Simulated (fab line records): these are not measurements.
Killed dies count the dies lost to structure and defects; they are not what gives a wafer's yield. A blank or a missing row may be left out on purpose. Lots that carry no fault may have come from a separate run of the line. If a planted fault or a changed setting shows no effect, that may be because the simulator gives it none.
fab line records	flow n5Finfet	part 2 of 2: steps 5 to 6 of 6
[record] lots = 18	wafers = 54	lastDay = 18
route steps=1938 shown BEOL_M3@953
lots that met no fault: taken from a fault-free run of the same line
startH: hours from the record's first day to the start of the lot's first wafer shown	waitH: hours since the lot's step before	" the same as in the row above	L1.1+2: a row that stands for several wafers	- no value present, or no start provided	* or withheld: withheld	< > ~ a bound
route shown NAME@n: names a module that has steps shown in the file, with the first one's number in the route	usual: mean and standard deviation over wafers with no fault	same: alike in all rows	chamber/n: place in a boat	sites: per-site readings	_std_site: standard deviation of those values	_edge_site: outer sites' mean less inner sites'	radiusMm: how far each site lies from the wafer's centre	mask NAME#n: copy n	behind: the tool/chamber that last shaped the wafer	hold: why the lot went on hold/how many hours it stayed there/how the hold came to an end	device: names the non-switching transistor (n, p or np)	end of line: the route-end tests of the same wafers	a step given without rows: its recipe and nothing more	killed: dies that structure and defects cost at the first sort, which is not the same as the wafer's yield	map: a wafer's dies, x killed, . not, _ none there
set.NAME: the setting the step ran with; set.NAME@STEP: the setting that earlier step ran with	model.NAME: the simulator's own value behind a step, which no gauge read
one table for each step of the route and one row for each wafer, over a sample of lots
services: a tool's chamber out of use, with start hour (startH, from the record's first day; less than 0 if before it), hours out, and reason
[[steps]]
[step N5_BEOL_M3_STRIP_36]
[recipe] chemistry = N2/H2	powerW = 450	tempC = 40	pressureMtorr = 20	rfFrequencyHz = 6e+07	overashFraction = 0.3	biasPowerW = 7	h2Frac = 0.5	n2FlowSccm = 200	h2FlowSccm = 200
[usual] drypumpMotorCurrentA = 5.9/0.36	h2FlowSccm = 200.0/0.58	n2FlowSccm = 200.0/0.56	oesProductAu = 0.80/0.085	rfVppV = 59.3/1.6	showerheadPlenumPTorr = 2.55/0.066	tempC = 40.00/0.11	throttleValvePct = 23.7/0.37
lot.wafer	tool	chamber	startH	waitH	drypumpMotorCurrentA	h2FlowSccm	n2FlowSccm	oesProductAu	rfHoursCounterH	rfVppV	showerheadPlenumPTorr	tempC	throttleValvePct
L074.1	rieDiel-04	3	149.61	0.0	5.5	200.3	200.2	0.80	106	59.6	2.55	39.91	23.6
L074.2	"	1	"	"	5.6	198.9	200.8	0.70	208	56.5	2.62	39.98	23.8
L074.5	"	2	"	"	5.6	199.3	200.0	0.83	-	59.1	2.46	39.86	23.9
L076.3	rieDiel-06	0	166.84	0.0	5.8	199.3	200.0	0.70	224	58.5	2.62	39.97	23.6
L076.4	"	1	"	"	5.9	199.8	200.6	0.71	215	61.1	2.51	40.10	24.2
L076.6	"	2	"	"	5.2	200.2	200.0	0.83	-	59.6	2.57	40.10	23.9
L077.4	rieDiel-06	0	175.86	0.0	5.8	200.5	198.9	0.70	228	57.9	2.61	40.07	23.6
L077.5	"	3	"	"	5.8	200.2	200.2	0.95	-	58.2	2.60	39.80	23.2
L077.6	"	2	"	"	5.2	199.7	199.6	0.84	-	58.5	2.57	39.80	23.9
L079.2	rieDiel-04	2	182.24	0.0	5.6	199.2	199.3	0.81	100	59.2	2.46	40.05	24.0
L079.4	"	3	"	"	5.5	199.8	200.7	0.79	-	58.8	2.55	40.06	23.6
L079.6	"	1	"	"	5.5	200.2	200.0	0.68	-	60.1	2.62	39.88	23.9
L080.1	rieDiel-03	2	186.39	0.0	6.3	200.9	199.4	0.94	18	58.1	2.48	39.94	23.6
L080.4	"	3	"	"	6.3	200.1	199.6	0.76	157	59.5	2.63	40.13	23.5
L080.5	"	1	"	"	6.1	200.4	200.6	0.74	-	61.6	2.64	40.06	24.2
L078.4	rieDiel-03	1	190.91	0.0	6.1	200.1	199.9	0.74	170	57.0	2.64	40.06	24.2
L078.5	"	2	"	"	6.3	199.1	199.8	0.92	-	58.8	2.48	40.00	23.6
L078.6	"	1	"	"	6.2	201.8	199.8	0.74	-	57.0	2.64	40.05	24.2
L081.3	rieDiel-03	0	197.49	0.0	5.6	200.3	200.5	0.87	52	60.6	2.48	39.90	23.0
L081.5	"	0	"	"	5.6	200.1	199.6	0.87	-	60.2	2.48	39.94	23.0
L081.6	"	1	"	"	6.1	200.9	200.1	0.74	-	59.3	2.64	40.11	24.2
L082.1	rieDiel-04	1	200.21	0.0	5.6	200.7	199.9	0.68	224	60.1	2.62	40.04	23.9
L082.3	"	3	"	"	5.4	200.5	199.5	0.79	122	61.5	2.55	39.81	23.6
L082.5	"	3	"	"	5.4	200.8	200.3	0.79	-	60.3	2.55	40.14	23.6
L085.1	rieDiel-03	0	215.34	0.0	5.6	200.1	200.3	0.87	57	59.3	2.47	39.99	23.0
L085.2	"	2	"	"	6.3	200.3	200.1	0.91	26	58.0	2.47	39.89	23.6
L085.3	"	3	"	"	6.4	200.3	199.7	0.75	165	62.3	2.63	39.91	23.5
L084.1	rieDiel-06	2	222.61	0.0	5.2	200.6	200.5	0.82	91	61.2	2.56	40.14	23.9
L084.3	"	0	"	"	5.7	199.6	199.8	0.69	241	57.9	2.61	39.94	23.7
L084.6	"	0	"	"	5.8	200.9	200.5	0.69	-	61.3	2.61	39.86	23.7
L083.2	rieDiel-03	0	222.65	0.0	5.6	200.9	199.5	0.88	60	58.9	2.47	39.87	23.0
L083.5	"	1	"	"	6.1	199.4	200.1	0.76	-	60.5	2.63	40.16	24.2
L083.6	"	0	"	"	5.7	199.7	199.5	0.88	-	56.6	2.47	39.85	23.1
L087.2	rieDiel-06	2	227.91	0.0	5.2	200.6	199.4	0.81	93	57.7	2.56	39.90	23.9
L087.3	"	3	"	"	5.8	200.0	199.6	0.90	21	59.7	2.59	39.88	23.3
L087.6	"	3	"	"	5.8	199.7	200.1	0.89	-	59.2	2.59	40.07	23.3
L090.1	rieDiel-03	0	243.73	0.0	5.6	200.5	199.2	0.87	66	59.4	2.47	40.02	23.0
L090.2	"	1	"	"	6.2	199.4	200.6	0.73	186	59.5	2.63	39.98	24.2
L090.6	"	3	"	"	6.3	201.3	199.7	0.75	-	58.5	2.62	40.14	23.5
L091.1	rieDiel-06	1	258.48	0.0	5.9	198.9	200.6	0.68	240	58.1	2.49	39.88	24.2
L091.4	"	3	"	"	5.8	199.5	199.5	0.87	-	58.3	2.59	39.83	23.3
L091.6	"	2	"	"	5.2	201.0	199.9	0.80	-	58.4	2.56	40.09	23.9
L089.2	rieDiel-06	3	261.85	0.0	5.8	199.5	199.3	0.87	32	61.5	2.59	39.87	23.3
L089.3	"	2	"	"	5.2	199.8	199.9	0.80	102	59.1	2.56	40.01	23.9
L089.6	"	3	"	"	5.8	200.3	200.2	0.87	-	58.4	2.59	39.89	23.3
L093.1	rieDiel-03	1	264.60	0.0	6.1	199.3	199.9	0.71	193	60.2	2.63	40.11	24.2
L093.3	"	3	"	"	6.3	200.4	199.7	0.73	180	62.2	2.62	40.04	23.5
L093.4	"	2	"	"	6.3	200.7	200.3	0.88	42	61.1	2.47	40.06	23.6
L095.2	rieDiel-04	0	281.89	0.0	6.3	199.0	200.5	0.88	27	59.2	2.49	40.00	23.9
L095.5	"	3	"	"	5.4	200.1	199.9	0.77	-	59.7	2.54	40.14	23.6
L095.6	"	2	"	"	5.7	200.0	200.2	0.77	-	56.7	2.44	40.00	24.0
L097.1	rieDiel-06	2	298.28	0.0	5.2	200.0	199.7	0.78	116	58.7	2.55	39.86	23.9
L097.2	"	0	"	"	5.8	199.9	199.7	0.92	13	61.6	2.60	39.92	23.3
L097.4	"	0	"	"	5.8	199.8	199.9	0.91	-	58.4	2.60	39.95	23.3
[step N5_BEOL_M3_ETCH_41]
[recipe] chemistry = CH3F/O2	target = SiCN	targetDepthA = 299	taperDeg = 2	timeS = 52.5	ionEnergyEv = 120	maskMaterial = TiN	pressureMtorr = 30	sourceW = 395	biasW = 75	Ar_flow_sccm = 150	CH3F_flow_sccm = 30	O2_flow_sccm = 20
[usual] drypumpMotorCurrentA = 5.8/0.36	oesProductAu = 0.80/0.082	rfVppV = 297.5/1.5	showerheadPlenumPTorr = 2.01/0.053	throttleValvePct = 16.3/0.34
lot.wafer	tool	chamber	startH	waitH	drypumpMotorCurrentA	oesProductAu	rfHoursCounterH	rfVppV	showerheadPlenumPTorr	throttleValvePct
L074.1	rieDiel-04	3	-	-	5.5	0.79	106	300.0	2.02	16.3
L074.2	"	1	"	"	5.6	0.70	208	298.3	2.07	16.4
L074.5	"	2	"	"	5.6	0.83	-	295.0	1.94	16.2
L076.3	rieDiel-06	0	-	-	5.7	0.70	224	298.5	2.06	16.4
L076.4	"	1	"	"	5.9	0.70	215	296.8	1.98	16.8
L076.6	"	2	"	"	5.2	0.83	-	298.0	2.02	16.4
L077.4	rieDiel-06	0	-	-	5.7	0.69	228	298.6	2.06	16.4
L077.5	"	3	"	"	5.8	0.93	-	298.0	2.04	15.8
L077.6	"	2	"	"	5.2	0.83	-	298.7	2.02	16.4
L079.2	rieDiel-04	2	-	-	5.6	0.82	100	295.5	1.93	16.3
L079.4	"	3	"	"	5.4	0.79	-	298.8	2.01	16.3
L079.6	"	1	"	"	5.6	0.68	-	300.3	2.06	16.4
L080.1	rieDiel-03	2	-	-	6.3	0.92	18	296.9	1.96	16.0
L080.4	"	3	"	"	6.3	0.75	157	298.1	2.09	16.3
L080.5	"	1	"	"	6.1	0.75	-	299.3	2.08	16.7
L078.4	rieDiel-03	1	-	-	6.1	0.74	170	298.4	2.08	16.7
L078.5	"	2	"	"	6.3	0.91	-	296.9	1.96	16.0
L078.6	"	1	"	"	6.1	0.74	-	299.8	2.08	16.7
L081.3	rieDiel-03	0	-	-	5.6	0.87	52	297.1	1.95	15.8
L081.5	"	0	"	"	5.7	0.88	-	295.1	1.95	15.8
L081.6	"	1	"	"	6.1	0.74	-	298.2	2.08	16.7
L082.1	rieDiel-04	1	-	-	5.5	0.68	224	297.5	2.06	16.4
L082.3	"	3	"	"	5.4	0.79	122	298.5	2.01	16.3
L082.5	"	3	"	"	5.4	0.79	-	297.7	2.01	16.3
L085.1	rieDiel-03	0	-	-	5.6	0.88	57	296.2	1.95	15.8
L085.2	"	2	"	"	6.3	0.91	26	297.1	1.96	16.0
L085.3	"	3	"	"	6.3	0.75	165	298.7	2.08	16.3
L084.1	rieDiel-06	2	-	-	5.2	0.82	91	298.4	2.01	16.5
L084.3	"	0	"	"	5.7	0.69	241	298.0	2.05	16.4
L084.6	"	0	"	"	5.8	0.68	-	296.9	2.05	16.4
L083.2	rieDiel-03	0	-	-	5.6	0.87	60	297.1	1.95	15.8
L083.5	"	1	"	"	6.1	0.74	-	297.0	2.08	16.8
L083.6	"	0	"	"	5.6	0.88	-	296.7	1.95	15.8
L087.2	rieDiel-06	2	-	-	5.2	0.81	93	297.0	2.01	16.5
L087.3	"	3	"	"	5.8	0.90	21	297.0	2.04	15.8
L087.6	"	3	"	"	5.8	0.89	-	299.6	2.04	15.8
L090.1	rieDiel-03	0	-	-	5.6	0.85	66	297.1	1.95	15.8
L090.2	"	1	"	"	6.1	0.73	186	298.3	2.08	16.8
L090.6	"	3	"	"	6.3	0.74	-	299.9	2.08	16.3
L091.1	rieDiel-06	1	-	-	5.9	0.68	240	297.9	1.97	16.9
L091.4	"	3	"	"	5.8	0.87	-	298.5	2.03	15.9
L091.6	"	2	"	"	5.2	0.80	-	296.7	2.01	16.5
L089.2	rieDiel-06	3	-	-	5.8	0.87	32	297.7	2.03	15.9
L089.3	"	2	"	"	5.2	0.80	102	297.7	2.01	16.5
L089.6	"	3	"	"	5.8	0.87	-	296.9	2.03	15.9
L093.1	rieDiel-03	1	-	-	6.1	0.72	193	300.0	2.08	16.8
L093.3	"	3	"	"	6.3	0.73	180	299.0	2.08	16.3
L093.4	"	2	"	"	6.3	0.88	42	296.8	1.95	16.1
L095.2	rieDiel-04	0	-	-	6.3	0.89	27	296.9	1.96	16.4
L095.5	"	3	"	"	5.4	0.77	-	297.5	2.00	16.3
L095.6	"	2	"	"	5.6	0.79	-	297.8	1.92	16.3
L097.1	rieDiel-06	2	-	-	5.2	0.78	116	297.8	2.00	16.5
L097.2	"	0	"	"	5.7	0.92	13	298.5	2.04	16.0
L097.4	"	0	"	"	5.7	0.92	-	298.8	2.04	16.0
[[services]]
tool	chamber	startH	hours	kind
rieDiel-06	3	138.00	-	clean
rieDiel-06	3	138.00	-	consumableReplace:focusRing
rieDiel-06	3	138.00	20.4	scheduledDown
rieDiel-06	3	138.00	20.4	ventCycle
rieDiel-04	1	139.91	2.5	repair
rieDiel-03	1	140.98	6.8	repair
aldSin-01	3	157.56	52.7	repair
rieDiel-04	-	163.06	1.1	repair
rieDiel-04	0	170.61	-	clean
rieDiel-04	3	206.29	13.1	repair
aldSin-02	3	228.19	19.0	repair
rieDiel-06	0	255.87	-	clean
rieDiel-06	0	255.87	-	consumableReplace:focusRing
rieDiel-06	0	255.87	11.8	scheduledDown
rieDiel-06	0	255.87	11.8	ventCycle
aldSin-01	-	268.25	14.0	pm
rieDiel-03	0	268.67	3.8	repair
rieDiel-04	0	271.49	3.0	repair
aldSin-03	-	273.11	1.0	repair
rieDiel-04	0	283.51	6.1	repair
rieDiel-06	1	286.23	-	clean
rieDiel-06	1	286.23	-	consumableReplace:focusRing
rieDiel-04	2	291.59	9.0	repair
aldSin-02	-	295.10	0.3	repair
